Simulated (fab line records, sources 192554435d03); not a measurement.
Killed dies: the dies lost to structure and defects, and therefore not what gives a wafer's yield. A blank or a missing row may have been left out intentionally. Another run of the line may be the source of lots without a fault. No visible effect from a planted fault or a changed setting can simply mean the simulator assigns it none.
Problem report in the 8D (eight disciplines) form, filled by code    flow n5Finfet    the parts of the form that need people (team, actions taken, sign-off) are left out

1. THE ISSUE
N5_BEOL_M5_INSPECT_13, rawDefectCount: mean 1373 over 1 wafer from 1 lot; wafers with no fault: 372, standard deviation 82. Measured from the usual mean, that is +12 standard deviations.
The step: inspects for defects (brightfield).
The first sign was on wafer L432.3 at day 8 16:20, on defectInspect-01. The record holds 35 wafers of 12 lots with a number at this step. The rule behind "out" and "out of limits": a value lying over 4 standard deviations away from the usual mean. Any other wafer with a number is counted as sound.

2. WHAT THIS IS AND IS NOT
question                     is                is not
which readings at this step  rawDefectCount    -
which lots                   L432              L429, L430, L431, L438, L439, L440, L441, L443, L444, L449, L450
which wafers of those lots   L432.3            L432.1
read on which gauges         defectInspect-01  defectInspect-02
when                         from day 8 16:20  up to then (10 sound wafers); but 24 sound wafers of L438, L439, L440, L441, L443, L444, L449, L450 came after

3. SUSPECTS, AND WHAT RULES EACH OUT
Counting: any tool at a process step up to the reading remains a suspect provided it ran every lot that is out. Sound lots after the first of them don't rule it out here, since some wafers of a struck lot are sound.
- the gauge at N5_BEOL_M5_INSPECT_13: ruled out. All the wafers that are out were read on defectInspect-01, but those of them that N5_PASSIVATION_PROBE_49 has rows for are out there too, on other tools.
- cvdCo-02 at N5_BEOL_M4_PRE_CLEAN_60 (time 15 s): kept. It ran the lot that is out, L432 (day 8 11:58); its last sound lot up to then is L429 (day 8 02:44).
- pvdSputter-02 at N5_BEOL_M5_HM_DEP_02 (deposits TiN, target thk 20 nm): kept. It ran the lot that is out, L432 (day 8 15:49); its last sound lot up to then is L431 (day 8 08:23).
- Within cvdCo-02 at N5_BEOL_M4_PRE_CLEAN_60: the wafers that are out ran in chamber 2; their sound lot-mates ran in chamber 1.
What counting leaves: cvdCo-02 at N5_BEOL_M4_PRE_CLEAN_60 and pvdSputter-02 at N5_BEOL_M5_HM_DEP_02.

4. THE CAUSE (what the simulator had put in)
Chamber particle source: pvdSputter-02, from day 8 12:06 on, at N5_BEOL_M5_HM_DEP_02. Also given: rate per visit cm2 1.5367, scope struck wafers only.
2 suspects survive the count, and this tool is in that group.

5. THE CHAIN OF EFFECTS, in route order
Rows list readings where the struck wafers' mean (over those with a number) sits beyond 3 standard deviations from the usual. Readings are gone through only where the record gives a usual standard deviation; hours: the median, over the lots, of the time from a lot's start at the first step in this table giving one to that lot's start at this step; sigmas: the change measured in usual standard deviations.
hours  step                     reading              usual   on struck wafers  change  sigmas
0      N5_BEOL_M5_INSPECT_13    rawDefectCount       372     1373              +1001   +12
102    N5_PASSIVATION_PROBE_49  defectLimitedYield   91.3 %  84.2              -7.1    -5.5
102    N5_PASSIVATION_PROBE_49  killed_at_M4_up      15      113               +98     +18
102    N5_PASSIVATION_PROBE_49  killedDies           102     187               +85     +5.7
102    N5_PASSIVATION_PROBE_49  killedOnRim          13      27                +14     +3.8
102    N5_PASSIVATION_PROBE_49  sort_bin_5_function  5.1 %   9.6               +4.5    +5.1
102    N5_PASSIVATION_PROBE_49  sortNPass            1078    993               -85     -5.7
102    N5_PASSIVATION_PROBE_49  sortYieldPct         91.3 %  84.2              -7.1    -5.5
Its process steps:
- N5_PASSIVATION_PROBE_49

6. HOW IT WOULD HAVE BEEN CAUGHT EARLIER
Counted from the fault's start at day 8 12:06, it took 4 hours until the first out-of-limits reading at a measuring or inspecting step in this record, taken at day 8 16:20.
No tool reading at N5_BEOL_M5_HM_DEP_02 that has a usual standard deviation in the record was out on any struck wafer, so an alarm limit of 4 standard deviations on those readings would not have fired.
By day 8 16:20 the whole set of lots that are out, 1 in number, had already begun N5_BEOL_M5_HM_DEP_02 on pvdSputter-02. Tool hold at that time: it would have spared none of them.
